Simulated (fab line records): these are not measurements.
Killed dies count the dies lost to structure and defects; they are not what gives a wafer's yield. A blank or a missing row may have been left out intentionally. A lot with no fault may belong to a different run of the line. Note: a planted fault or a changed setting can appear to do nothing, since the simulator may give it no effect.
A single fault, viewed from 2 desks | flow nandHarc | each desk has only its own numbers; what lay behind them comes last

## DESK OF THE TOOL OWNER: rieDiel-13
The tool's own readings at NHARC_A_CONTACT_ETCH_110 (etches the open film in CF4/O2, target depth 50 nm, overetch 5 nm, time 27.5 s): means of the sampled wafers that have a number, for each lot that ran on this tool. Marked OUT: a lot whose mean sits more than 4 standard deviations from the usual mean, which makes it out of limits; the brackets give that distance.
Columns: A = drypumpMotorCurrentA at NHARC_A_CONTACT_ETCH_110, usual 5.7 A; B = oes_f_703_au at NHARC_A_CONTACT_ETCH_110, usual 1.000 a.u.; C = oesProductAu at NHARC_A_CONTACT_ETCH_110, usual 1.001 a.u.; D = rfVppV at NHARC_A_CONTACT_ETCH_110, usual 197.3 V; E = runLengthS at NHARC_A_CONTACT_ETCH_110, usual 48.7 s; F = showerheadPlenumPTorr at NHARC_A_CONTACT_ETCH_110, usual 1.31 Torr; G = throttleValvePct at NHARC_A_CONTACT_ETCH_110, usual 13.396 %
lot  | first seen here | A   | B     | C     | D     | E    | F    | G
L297 | day 19 08:23    | 5.7 | 0.998 | 1.011 | 196.9 | 48.6 | 1.33 | 13.393
L302 | day 20 12:02    | 5.5 | 0.997 | 0.999 | 197.8 | 47.7 | 1.32 | 13.395
L308 | day 20 21:14    | 5.5 | 1.000 | 0.998 | 197.9 | 47.7 | 1.32 | 13.387
This desk's finding: nothing out of limits on any of the 3 lots.

## AT THE METROLOGY DESK
Means of the sampled wafers that have a number, per lot and without regard to the tool the lot ran on: this is what the gauges read. Marked OUT: a lot whose mean sits more than 4 standard deviations from the usual mean, which makes it out of limits; the brackets give that distance.
Columns: A = cdNm at NHARC_A_CONTACT_CD_MEAS_15, usual 90.1 nm
lot  | first seen here | A
L297 | day 19 08:02    | 90.5
L305 | day 19 23:37    | 90.1
L302 | day 20 11:28    | 90.0
L308 | day 20 20:56    | 90.1
L313 | day 21 23:39    | 90.0
L314 | day 23 06:27    | 89.8
This desk's finding: nothing out of limits on any of the 6 lots.

## PUT TOGETHER
Nothing out of limits was seen by the tool owner's desk.
From the metrology desk's view, nothing was out of limits.

## WHAT THE SIMULATOR HAD INSERTED
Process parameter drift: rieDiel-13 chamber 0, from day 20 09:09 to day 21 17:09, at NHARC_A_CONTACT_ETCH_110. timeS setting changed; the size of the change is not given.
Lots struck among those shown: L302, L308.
